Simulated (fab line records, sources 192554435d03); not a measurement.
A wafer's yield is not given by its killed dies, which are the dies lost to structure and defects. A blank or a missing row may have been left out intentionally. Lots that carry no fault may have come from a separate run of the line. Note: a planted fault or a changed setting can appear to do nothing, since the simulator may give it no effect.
Matching of chambers + flow n5_finfet + 4 sister chambers for N5_DUMMY_GATE_STRIP_48 on rie_diel-06
The step strips in N2/H2, time 20 s. 4 wafers are shown with their chamber, then 8 later ones without.

## EACH WAFER AND ITS CHAMBER
| wafer  | chamber | showerhead_plenum_p_Torr (Torr) |
|--------|---------|---------------------------------|
| L086.2 | 0       | 3.53                            |
| L086.4 | 1       | 3.49                            |
| L086.6 | 2       | 3.42                            |
| L088.1 | 3       | 3.19                            |

## WAFERS MISSING THEIR CHAMBER
| wafer  | showerhead_plenum_p_Torr (Torr) |
|--------|---------------------------------|
| L088.5 | 3.49                            |
| L088.6 | 3.19                            |
| L092.1 | 3.49                            |
| L092.4 | 3.42                            |
| L092.6 | 3.19                            |
| L097.1 | 3.42                            |
| L097.4 | 3.49                            |
| L097.5 | 3.52                            |

## WHICH CHAMBER EACH WENT THROUGH
| wafer  | from the rows above | in truth |
|--------|---------------------|----------|
| L088.5 | 1                   | 1        |
| L088.6 | 3                   | 3        |
| L092.1 | 1                   | 1        |
| L092.4 | 2                   | 2        |
| L092.6 | 3                   | 3        |
| L097.1 | 2                   | 2        |
| L097.4 | 1                   | 1        |
| L097.5 | 0                   | 0        |
Correct placement for 8 of the 8. From these rows, 0 cannot be placed. Wrongly placed: 0.
How it was worked out, from the rows above alone: a wafer's distance from a chamber is the root of the sum, over the readings, of the square of ((its reading less the chamber's mean) divided by the reading's scatter). The wafer belongs to the nearest chamber; if the next one is less than 2 further off, it can't be placed. The mean given for a chamber averages the wafers shown for that chamber. The scatter: with one shown wafer a chamber, the root of the mean of the squares of how far each hidden wafer lies from its nearest shown one.
